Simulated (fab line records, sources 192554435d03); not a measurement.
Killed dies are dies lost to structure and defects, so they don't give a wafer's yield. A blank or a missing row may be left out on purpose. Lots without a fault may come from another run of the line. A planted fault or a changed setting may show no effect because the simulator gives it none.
One fault seen from 3 desks | flow n5_finfet | each desk has only its own numbers; what lay behind them comes last

THE TOOL OWNER'S DESK: rie_diel-06
The tool's own readings at N5_BEOL_M9_DESCUM_16 (chemistry O2, time 7.9 s): means of the sampled wafers that have a number, for each lot that ran on this tool. A lot is out of limits, marked OUT, if its mean lies more than 4 standard deviations from the usual mean; the brackets give that distance.
Columns: A = drypump_motor_current_A at N5_BEOL_M9_DESCUM_16, usual 5.9 A; B = oes_product_au at N5_BEOL_M9_DESCUM_16, usual 0.79 a.u.; C = rf_vpp_V at N5_BEOL_M9_DESCUM_16, usual 243.1 V; D = showerhead_plenum_p_Torr at N5_BEOL_M9_DESCUM_16, usual 2.09 Torr; E = throttle_valve_pct at N5_BEOL_M9_DESCUM_16, usual 20.56 %
lot  | first seen here | A   | B    | C     | D    | E
L651 | day 14 10:38    | 6.0 | 0.81 | 242.8 | 2.09 | 20.62
L653 | day 15 00:11    | 5.6 | 0.80 | 243.0 | 2.08 | 20.55
L654 | day 15 18:35    | 5.6 | 0.80 | 243.2 | 2.08 | 20.56
This desk's finding: nothing out of limits on any of the 3 lots.

THE METROLOGY DESK
What the gauges read, lot by lot, whatever tool the lot ran on: means of the sampled wafers that have a number. A lot is out of limits, marked OUT, if its mean lies more than 4 standard deviations from the usual mean; the brackets give that distance.
Columns: A = cd_nm at N5_BEOL_M9_CD_MEAS_11, usual 64.2 nm; B = M9_OVL at N5_BEOL_M9_OVL_MEAS_12, usual -0.4 nm
lot  | first seen here | A    | B
L651 | day 14 10:34    | 64.4 | 0.0
L653 | day 15 00:05    | 64.0 | -0.8
L655 | day 15 14:52    | 64.2 | -1.1
L654 | day 15 18:22    | 64.8 | 0.7
L646 | day 17 13:16    | 64.1 | -0.2
This desk's finding: nothing out of limits on any of the 5 lots.

THE DEFECT DESK
What the inspections along the route counted, lot by lot: means of the sampled wafers that have a number. A lot is out of limits, marked OUT, if its mean lies more than 4 standard deviations from the usual mean; the brackets give that distance.
Columns: A = raw_defect_count at N5_BEOL_M9_INSPECT_13, usual 424
lot  | first seen here | A
L651 | day 14 10:37    | 484
L653 | day 15 00:09    | 461
L655 | day 15 14:55    | 442
L654 | day 15 18:26    | 389
L646 | day 17 13:19    | 325
This desk's finding: nothing out of limits on any of the 5 lots.

PUT TOGETHER
The tool owner's desk saw nothing out of limits.
The metrology desk saw nothing out of limits.
The defect desk saw nothing out of limits.

WHAT THE SIMULATOR HAD PUT IN
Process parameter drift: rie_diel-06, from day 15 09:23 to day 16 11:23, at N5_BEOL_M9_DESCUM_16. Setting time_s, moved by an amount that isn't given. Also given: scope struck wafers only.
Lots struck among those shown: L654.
